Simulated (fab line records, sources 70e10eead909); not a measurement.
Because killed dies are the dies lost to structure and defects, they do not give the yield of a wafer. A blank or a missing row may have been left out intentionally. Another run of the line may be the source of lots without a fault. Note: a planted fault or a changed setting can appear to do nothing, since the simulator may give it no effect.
Which tool was responsible? || flow nandHarc || Sampling: 11 lots, 32 wafers, 5 of 1302 route steps

## WHAT THE GAUGES SHOWED, per wafer
No reading from a measuring or inspecting step in the record can be judged against a usual standard deviation.

## WHAT TOOL EACH LOT RAN ON (gives the tool, then ch and the chambers of the sampled wafers, and finally the start)
{"lot": "L999", "NHARC_A_SLIT_ETCH_26": "harEtch-01 ch 0,1, day 20 05:18", "NHARC_A_WL_FILL_ETCHBACK_05": "rieMetal-02 ch 1, day 20 14:57", "NHARC_A_WL_FILL_STRIP_29": "rieDiel-09 ch 0,1, day 21 04:35", "NHARC_A_WL_FILL_CVD_20": "cvdW-01 ch 0,1, day 21 10:28", "NHARC_A_WL_FILL_CMP_12": "cmp-04 ch 0,3, day 21 10:38"}
{"lot": "L101", "NHARC_A_SLIT_ETCH_26": "harEtch-02 ch 0,1, day 20 18:46", "NHARC_A_WL_FILL_ETCHBACK_05": "rieMetal-01 ch 0,1, day 21 04:33", "NHARC_A_WL_FILL_STRIP_29": "rieDiel-11 ch 1,2,3, day 21 14:52", "NHARC_A_WL_FILL_CVD_20": "cvdW-02 ch 0,1, day 21 20:37", "NHARC_A_WL_FILL_CMP_12": "cmp-02 ch 0,2,3, day 21 20:50"}
{"lot": "L100", "NHARC_A_SLIT_ETCH_26": "harEtch-01 ch 0,1, day 21 05:25", "NHARC_A_WL_FILL_ETCHBACK_05": "rieMetal-02 ch 0,1, day 21 15:01", "NHARC_A_WL_FILL_STRIP_29": "rieDiel-11 ch 0,1,2, day 22 01:35", "NHARC_A_WL_FILL_CVD_20": "cvdW-02 ch 0,1, day 22 07:31", "NHARC_A_WL_FILL_CMP_12": "cmp-01 ch 1,3, day 22 07:43"}
{"lot": "L103", "NHARC_A_SLIT_ETCH_26": "harEtch-02 ch 0,1, day 21 06:32", "NHARC_A_WL_FILL_ETCHBACK_05": "rieMetal-03 ch 0,1, day 21 15:10", "NHARC_A_WL_FILL_STRIP_29": "rieDiel-02 ch 2,3, day 22 01:32", "NHARC_A_WL_FILL_CVD_20": "cvdW-01 ch 0, day 22 07:35", "NHARC_A_WL_FILL_CMP_12": "cmp-04 ch 1,2, day 22 07:47"}
{"lot": "L104", "NHARC_A_SLIT_ETCH_26": "harEtch-01 ch 0,1, day 21 09:11", "NHARC_A_WL_FILL_ETCHBACK_05": "rieMetal-02 ch 0,1, day 21 20:44", "NHARC_A_WL_FILL_STRIP_29": "rieDiel-11 ch 1,2,3, day 22 10:16", "NHARC_A_WL_FILL_CVD_20": "cvdW-01 ch 1, day 22 16:07", "NHARC_A_WL_FILL_CMP_12": "cmp-02 ch 1,2, day 22 16:17"}
{"lot": "L107", "NHARC_A_SLIT_ETCH_26": "harEtch-01 ch 1, day 23 07:37", "NHARC_A_WL_FILL_ETCHBACK_05": "rieMetal-02 ch 0, day 23 17:19", "NHARC_A_WL_FILL_STRIP_29": "rieDiel-11 ch 1,2, day 24 04:36", "NHARC_A_WL_FILL_CVD_20": "cvdW-01 ch 0,1, day 24 10:21", "NHARC_A_WL_FILL_CMP_12": "cmp-04 ch 1,3, day 24 10:32"}
{"lot": "L110", "NHARC_A_SLIT_ETCH_26": "harEtch-02 ch 0,1, day 24 12:17", "NHARC_A_WL_FILL_ETCHBACK_05": "rieMetal-01 ch 0,1, day 24 21:50", "NHARC_A_WL_FILL_STRIP_29": "rieDiel-09 ch 1,2,3, day 25 09:10", "NHARC_A_WL_FILL_CVD_20": "cvdW-01 ch 0,1, day 25 14:59", "NHARC_A_WL_FILL_CMP_12": "cmp-01 ch 0,1, day 25 15:06"}
{"lot": "L112", "NHARC_A_SLIT_ETCH_26": "harEtch-02 ch 0,1, day 25 04:15", "NHARC_A_WL_FILL_ETCHBACK_05": "rieMetal-03 ch 0,1, day 25 13:52", "NHARC_A_WL_FILL_STRIP_29": "rieDiel-02 ch 2,3, day 25 22:13", "NHARC_A_WL_FILL_CVD_20": "cvdW-02 ch 0, day 26 03:50", "NHARC_A_WL_FILL_CMP_12": "cmp-01 ch 1,3, day 26 03:59"}
{"lot": "L116", "NHARC_A_SLIT_ETCH_26": "harEtch-01 ch 0,1, day 27 01:49", "NHARC_A_WL_FILL_ETCHBACK_05": "rieMetal-03 ch 0,1, day 27 12:20", "NHARC_A_WL_FILL_STRIP_29": "rieDiel-11 ch 2,3, day 27 22:19", "NHARC_A_WL_FILL_CVD_20": "cvdW-02 ch 0,1, day 28 03:59", "NHARC_A_WL_FILL_CMP_12": "cmp-01 ch 0,2, day 28 04:11"}
{"lot": "L118", "NHARC_A_SLIT_ETCH_26": "harEtch-01 ch 0,1, day 28 03:22", "NHARC_A_WL_FILL_ETCHBACK_05": "rieMetal-01 ch 0,1, day 28 13:31", "NHARC_A_WL_FILL_STRIP_29": "rieDiel-11 ch 0,3, day 28 22:58", "NHARC_A_WL_FILL_CVD_20": "cvdW-02 ch 0,1, day 29 04:36", "NHARC_A_WL_FILL_CMP_12": "cmp-04 ch 0,2, day 29 04:49"}
{"lot": "L120", "NHARC_A_SLIT_ETCH_26": "harEtch-02 ch 0,1, day 28 07:42", "NHARC_A_WL_FILL_ETCHBACK_05": "rieMetal-02 ch 0,1, day 28 16:57", "NHARC_A_WL_FILL_STRIP_29": "rieDiel-02 ch 0,1,2, day 29 03:28", "NHARC_A_WL_FILL_CVD_20": "cvdW-02 ch 0,1, day 29 09:15", "NHARC_A_WL_FILL_CMP_12": "cmp-01 ch 1,2,3, day 29 09:26"}
- NHARC_A_SLIT_ETCH_26: etches the open film in C4F8/O2/Ar, time 90 s, target depth 400 nm.
- NHARC_A_WL_FILL_ETCHBACK_05: etches the open film in Cl2/BCl3, target depth 22 nm, time 60 s.
- NHARC_A_WL_FILL_STRIP_29: strips in O2, time 20 s.
- NHARC_A_WL_FILL_CVD_20: deposits W, target thk 100 nm, time 74 s.
- NHARC_A_WL_FILL_CMP_12: polishes, t overpolish 30 s, target thk 100 nm.

## AS READ BY THE TOOLS THEMSELVES (means over the sampled wafers that have a number; for cases with no such wafer, the mark the record gives instead)
NHARC_A_SLIT_ETCH_26. Usual: c4f8FlowSccm 41.69 sccm, standard deviation 0.12; drypumpMotorCurrentA 5.7 A, standard deviation 0.72; heBacksideLeakSccm 5.8 sccm, standard deviation 0.66; rfFwdPowerW 1987 W, standard deviation 7; showerheadPlenumPTorr 3.74 Torr, standard deviation 0.12; throttleValvePct 27.621 %, standard deviation 0.009.
{"lot": "L999", "tool": "harEtch-01", "c4f8FlowSccm (sccm)": 41.69, "drypumpMotorCurrentA (A)": 5.9, "heBacksideLeakSccm (sccm)": 5.7, "rfFwdPowerW (W)": 1989, "showerheadPlenumPTorr (Torr)": 3.68, "throttleValvePct (%)": 27.622, "flag": ""}
{"lot": "L101", "tool": "harEtch-02", "c4f8FlowSccm (sccm)": 41.80, "drypumpMotorCurrentA (A)": 5.3, "heBacksideLeakSccm (sccm)": 5.5, "rfFwdPowerW (W)": 1989, "showerheadPlenumPTorr (Torr)": 3.80, "throttleValvePct (%)": 27.619, "flag": ""}
{"lot": "L100", "tool": "harEtch-01", "c4f8FlowSccm (sccm)": 41.72, "drypumpMotorCurrentA (A)": 5.9, "heBacksideLeakSccm (sccm)": 6.0, "rfFwdPowerW (W)": 1985, "showerheadPlenumPTorr (Torr)": 3.67, "throttleValvePct (%)": 27.625, "flag": ""}
{"lot": "L103", "tool": "harEtch-02", "c4f8FlowSccm (sccm)": 41.64, "drypumpMotorCurrentA (A)": 5.3, "heBacksideLeakSccm (sccm)": 5.8, "rfFwdPowerW (W)": 1993, "showerheadPlenumPTorr (Torr)": 3.79, "throttleValvePct (%)": 27.625, "flag": ""}
{"lot": "L104", "tool": "harEtch-01", "c4f8FlowSccm (sccm)": 41.59, "drypumpMotorCurrentA (A)": 6.3, "heBacksideLeakSccm (sccm)": 5.8, "rfFwdPowerW (W)": 1986, "showerheadPlenumPTorr (Torr)": 3.67, "throttleValvePct (%)": 27.626, "flag": ""}
{"lot": "L107", "tool": "harEtch-01", "c4f8FlowSccm (sccm)": 41.70, "drypumpMotorCurrentA (A)": 5.3, "heBacksideLeakSccm (sccm)": 6.0, "rfFwdPowerW (W)": 1979, "showerheadPlenumPTorr (Torr)": 3.66, "throttleValvePct (%)": 27.614, "flag": ""}
{"lot": "L110", "tool": "harEtch-02", "c4f8FlowSccm (sccm)": 41.78, "drypumpMotorCurrentA (A)": 5.7, "heBacksideLeakSccm (sccm)": 5.3, "rfFwdPowerW (W)": 1986, "showerheadPlenumPTorr (Torr)": 3.84, "throttleValvePct (%)": 27.624, "flag": ""}
{"lot": "L112", "tool": "harEtch-02", "c4f8FlowSccm (sccm)": 41.71, "drypumpMotorCurrentA (A)": 5.8, "heBacksideLeakSccm (sccm)": 5.6, "rfFwdPowerW (W)": 1984, "showerheadPlenumPTorr (Torr)": 3.84, "throttleValvePct (%)": 27.622, "flag": ""}
{"lot": "L116", "tool": "harEtch-01", "c4f8FlowSccm (sccm)": 41.60, "drypumpMotorCurrentA (A)": 5.9, "heBacksideLeakSccm (sccm)": 6.2, "rfFwdPowerW (W)": 1977, "showerheadPlenumPTorr (Torr)": 3.63, "throttleValvePct (%)": 27.617, "flag": ""}
{"lot": "L118", "tool": "harEtch-01", "c4f8FlowSccm (sccm)": 41.61, "drypumpMotorCurrentA (A)": 5.8, "heBacksideLeakSccm (sccm)": 6.4, "rfFwdPowerW (W)": 1983, "showerheadPlenumPTorr (Torr)": 3.63, "throttleValvePct (%)": 27.628, "flag": ""}
{"lot": "L120", "tool": "harEtch-02", "c4f8FlowSccm (sccm)": 41.59, "drypumpMotorCurrentA (A)": 5.3, "heBacksideLeakSccm (sccm)": 6.0, "rfFwdPowerW (W)": 1986, "showerheadPlenumPTorr (Torr)": 3.74, "throttleValvePct (%)": 27.617, "flag": ""}

NHARC_A_WL_FILL_ETCHBACK_05. Usual: drypumpMotorCurrentA 6.0 A, standard deviation 0.36; heBacksideLeakSccm 3.49 sccm, standard deviation 0.28; oesProductAu 1.003 a.u., standard deviation 0.013; tempC 40.00 C, standard deviation 0.099.
{"lot": "L999", "tool": "rieMetal-02", "drypumpMotorCurrentA (A)": 6.4, "heBacksideLeakSccm (sccm)": 3.38, "oesProductAu (a.u.)": 0.995, "tempC (C)": 40.13, "flag": ""}
{"lot": "L101", "tool": "rieMetal-01", "drypumpMotorCurrentA (A)": 5.9, "heBacksideLeakSccm (sccm)": 3.63, "oesProductAu (a.u.)": 0.998, "tempC (C)": 39.94, "flag": ""}
{"lot": "L100", "tool": "rieMetal-02", "drypumpMotorCurrentA (A)": 6.3, "heBacksideLeakSccm (sccm)": 3.46, "oesProductAu (a.u.)": 1.010, "tempC (C)": 40.03, "flag": ""}
{"lot": "L103", "tool": "rieMetal-03", "drypumpMotorCurrentA (A)": 5.8, "heBacksideLeakSccm (sccm)": 3.43, "oesProductAu (a.u.)": 0.997, "tempC (C)": 39.98, "flag": ""}
{"lot": "L104", "tool": "rieMetal-02", "drypumpMotorCurrentA (A)": 6.3, "heBacksideLeakSccm (sccm)": 3.62, "oesProductAu (a.u.)": 1.000, "tempC (C)": 40.01, "flag": ""}
{"lot": "L107", "tool": "rieMetal-02", "drypumpMotorCurrentA (A)": 6.2, "heBacksideLeakSccm (sccm)": 3.57, "oesProductAu (a.u.)": 1.002, "tempC (C)": 40.06, "flag": ""}
{"lot": "L110", "tool": "rieMetal-01", "drypumpMotorCurrentA (A)": 5.9, "heBacksideLeakSccm (sccm)": 3.55, "oesProductAu (a.u.)": 1.000, "tempC (C)": 39.94, "flag": ""}
{"lot": "L112", "tool": "rieMetal-03", "drypumpMotorCurrentA (A)": 5.5, "heBacksideLeakSccm (sccm)": 3.31, "oesProductAu (a.u.)": 1.006, "tempC (C)": 39.98, "flag": ""}
{"lot": "L116", "tool": "rieMetal-03", "drypumpMotorCurrentA (A)": 5.7, "heBacksideLeakSccm (sccm)": 3.37, "oesProductAu (a.u.)": 1.001, "tempC (C)": 40.02, "flag": ""}
{"lot": "L118", "tool": "rieMetal-01", "drypumpMotorCurrentA (A)": 5.8, "heBacksideLeakSccm (sccm)": 3.58, "oesProductAu (a.u.)": 1.000, "tempC (C)": 40.06, "flag": ""}
{"lot": "L120", "tool": "rieMetal-02", "drypumpMotorCurrentA (A)": 6.3, "heBacksideLeakSccm (sccm)": 3.58, "oesProductAu (a.u.)": 1.015, "tempC (C)": 40.04, "flag": ""}

NHARC_A_WL_FILL_STRIP_29. Usual: drypumpMotorCurrentA 5.7 A, standard deviation 0.38; oesProductAu 1.003 a.u., standard deviation 0.013; rfVppV 57.8 V, standard deviation 0.89; showerheadPlenumPTorr 3.57 Torr, standard deviation 0.14; throttleValvePct 17.036 %, standard deviation 0.0089.
{"lot": "L999", "tool": "rieDiel-09", "drypumpMotorCurrentA (A)": 5.2, "oesProductAu (a.u.)": 1.001, "rfVppV (V)": 57.3, "showerheadPlenumPTorr (Torr)": 3.54, "throttleValvePct (%)": 17.035, "flag": ""}
{"lot": "L101", "tool": "rieDiel-11", "drypumpMotorCurrentA (A)": 5.5, "oesProductAu (a.u.)": 1.004, "rfVppV (V)": 57.5, "showerheadPlenumPTorr (Torr)": 3.59, "throttleValvePct (%)": 17.038, "flag": ""}
{"lot": "L100", "tool": "rieDiel-11", "drypumpMotorCurrentA (A)": 5.5, "oesProductAu (a.u.)": 1.004, "rfVppV (V)": 57.7, "showerheadPlenumPTorr (Torr)": 3.63, "throttleValvePct (%)": 17.036, "flag": ""}
{"lot": "L103", "tool": "rieDiel-02", "drypumpMotorCurrentA (A)": 5.8, "oesProductAu (a.u.)": 1.013, "rfVppV (V)": 57.7, "showerheadPlenumPTorr (Torr)": 3.48, "throttleValvePct (%)": 17.035, "flag": ""}
{"lot": "L104", "tool": "rieDiel-11", "drypumpMotorCurrentA (A)": 5.5, "oesProductAu (a.u.)": 1.002, "rfVppV (V)": 58.3, "showerheadPlenumPTorr (Torr)": 3.59, "throttleValvePct (%)": 17.038, "flag": ""}
{"lot": "L107", "tool": "rieDiel-11", "drypumpMotorCurrentA (A)": 5.3, "oesProductAu (a.u.)": 1.022, "rfVppV (V)": 57.5, "showerheadPlenumPTorr (Torr)": 3.58, "throttleValvePct (%)": 17.054, "flag": ""}
{"lot": "L110", "tool": "rieDiel-09", "drypumpMotorCurrentA (A)": 5.5, "oesProductAu (a.u.)": 0.994, "rfVppV (V)": 57.7, "showerheadPlenumPTorr (Torr)": 3.57, "throttleValvePct (%)": 17.029, "flag": ""}
{"lot": "L112", "tool": "rieDiel-02", "drypumpMotorCurrentA (A)": 5.9, "oesProductAu (a.u.)": 1.011, "rfVppV (V)": 57.9, "showerheadPlenumPTorr (Torr)": 3.48, "throttleValvePct (%)": 17.029, "flag": ""}
{"lot": "L116", "tool": "rieDiel-11", "drypumpMotorCurrentA (A)": 5.7, "oesProductAu (a.u.)": 1.020, "rfVppV (V)": 58.6, "showerheadPlenumPTorr (Torr)": 3.63, "throttleValvePct (%)": 17.038, "flag": ""}
{"lot": "L118", "tool": "rieDiel-11", "drypumpMotorCurrentA (A)": 6.0, "oesProductAu (a.u.)": 1.005, "rfVppV (V)": 58.7, "showerheadPlenumPTorr (Torr)": 3.70, "throttleValvePct (%)": 17.031, "flag": ""}
{"lot": "L120", "tool": "rieDiel-02", "drypumpMotorCurrentA (A)": 5.6, "oesProductAu (a.u.)": 1.004, "rfVppV (V)": 58.2, "showerheadPlenumPTorr (Torr)": 3.48, "throttleValvePct (%)": 17.037, "flag": ""}

NHARC_A_WL_FILL_CVD_20. Usual: chamberPressureTorr 40.00 Torr, standard deviation 0.087; heaterPowerW 839 W, standard deviation 120; throttleValvePct 8.2 %, standard deviation 0.31.
{"lot": "L999", "tool": "cvdW-01", "chamberPressureTorr (Torr)": 40.06, "heaterPowerW (W)": 782, "throttleValvePct (%)": 8.2, "flag": ""}
{"lot": "L101", "tool": "cvdW-02", "chamberPressureTorr (Torr)": 40.02, "heaterPowerW (W)": 855, "throttleValvePct (%)": 8.3, "flag": ""}
{"lot": "L100", "tool": "cvdW-02", "chamberPressureTorr (Torr)": 40.11, "heaterPowerW (W)": 938, "throttleValvePct (%)": 8.3, "flag": ""}
{"lot": "L103", "tool": "cvdW-01", "chamberPressureTorr (Torr)": 39.94, "heaterPowerW (W)": 836, "throttleValvePct (%)": 8.4, "flag": ""}
{"lot": "L104", "tool": "cvdW-01", "chamberPressureTorr (Torr)": 39.97, "heaterPowerW (W)": 700, "throttleValvePct (%)": 7.7, "flag": ""}
{"lot": "L107", "tool": "cvdW-01", "chamberPressureTorr (Torr)": 39.97, "heaterPowerW (W)": 782, "throttleValvePct (%)": 8.2, "flag": ""}
{"lot": "L110", "tool": "cvdW-01", "chamberPressureTorr (Torr)": 40.00, "heaterPowerW (W)": 802, "throttleValvePct (%)": 8.1, "flag": ""}
{"lot": "L112", "tool": "cvdW-02", "chamberPressureTorr (Torr)": 39.94, "heaterPowerW (W)": 1042, "throttleValvePct (%)": 8.3, "flag": ""}
{"lot": "L116", "tool": "cvdW-02", "chamberPressureTorr (Torr)": 40.00, "heaterPowerW (W)": 888, "throttleValvePct (%)": 8.4, "flag": ""}
{"lot": "L118", "tool": "cvdW-02", "chamberPressureTorr (Torr)": 40.02, "heaterPowerW (W)": 896, "throttleValvePct (%)": 8.3, "flag": ""}
{"lot": "L120", "tool": "cvdW-02", "chamberPressureTorr (Torr)": 40.04, "heaterPowerW (W)": 976, "throttleValvePct (%)": 8.3, "flag": ""}

NHARC_A_WL_FILL_CMP_12. Usual: motorCurrentA 12.5 A, standard deviation 1.2; overpolishRunS 30.000 s, standard deviation 0.0091; padLifeWafers 180, standard deviation 110; timeToEndpointS 21 s, standard deviation 3.2.
{"lot": "L999", "tool": "cmp-04", "motorCurrentA (A)": 14.3, "overpolishRunS (s)": 30.000, "padLifeWafers": 290, "timeToEndpointS (s)": 23, "flag": ""}
{"lot": "L101", "tool": "cmp-02", "motorCurrentA (A)": 12.1, "overpolishRunS (s)": 29.999, "padLifeWafers": 278, "timeToEndpointS (s)": 19, "flag": ""}
{"lot": "L100", "tool": "cmp-01", "motorCurrentA (A)": 11.8, "overpolishRunS (s)": 29.996, "padLifeWafers": 104, "timeToEndpointS (s)": 21, "flag": ""}
{"lot": "L103", "tool": "cmp-04", "motorCurrentA (A)": 12.9, "overpolishRunS (s)": 29.988, "padLifeWafers": 20, "timeToEndpointS (s)": 17, "flag": ""}
{"lot": "L104", "tool": "cmp-02", "motorCurrentA (A)": 11.3, "overpolishRunS (s)": 30.005, "padLifeWafers": 366, "timeToEndpointS (s)": 23, "flag": ""}
{"lot": "L107", "tool": "cmp-04", "motorCurrentA (A)": 13.6, "overpolishRunS (s)": 30.010, "padLifeWafers": 193, "timeToEndpointS (s)": 26, "flag": ""}
{"lot": "L110", "tool": "cmp-01", "motorCurrentA (A)": 12.4, "overpolishRunS (s)": 30.007, "padLifeWafers": 18, "timeToEndpointS (s)": 27, "flag": ""}
{"lot": "L112", "tool": "cmp-01", "motorCurrentA (A)": 12.2, "overpolishRunS (s)": 30.005, "padLifeWafers": 97, "timeToEndpointS (s)": 27, "flag": ""}
{"lot": "L116", "tool": "cmp-01", "motorCurrentA (A)": 11.8, "overpolishRunS (s)": 29.996, "padLifeWafers": 271, "timeToEndpointS (s)": 22, "flag": ""}
{"lot": "L118", "tool": "cmp-04", "motorCurrentA (A)": 13.7, "overpolishRunS (s)": 30.004, "padLifeWafers": 248, "timeToEndpointS (s)": 21, "flag": ""}
{"lot": "L120", "tool": "cmp-01", "motorCurrentA (A)": 11.8, "overpolishRunS (s)": 30.005, "padLifeWafers": 3, "timeToEndpointS (s)": 23, "flag": ""}

## THE ANSWER, worked out from the rows above alone
Rule: a lot counts as off when the mean over its wafers that have a number is more than 3 standard deviations away from the usual mean. A lot without any number at a reading at which 4 lots or more have one is off too. All remaining lots with rows at the step are treated as sound. The gauges are gone through in route order, then the tools' own readings, and for those a lot's mean is taken as printed above. The first step at which some lot is off is used, and at that step the reading that is off furthest; a lot without a number counts as furthest.
No lot is off at any reading shown: from this, nothing can be told.

## WHAT HAD BEEN PUT IN BY THE SIMULATOR
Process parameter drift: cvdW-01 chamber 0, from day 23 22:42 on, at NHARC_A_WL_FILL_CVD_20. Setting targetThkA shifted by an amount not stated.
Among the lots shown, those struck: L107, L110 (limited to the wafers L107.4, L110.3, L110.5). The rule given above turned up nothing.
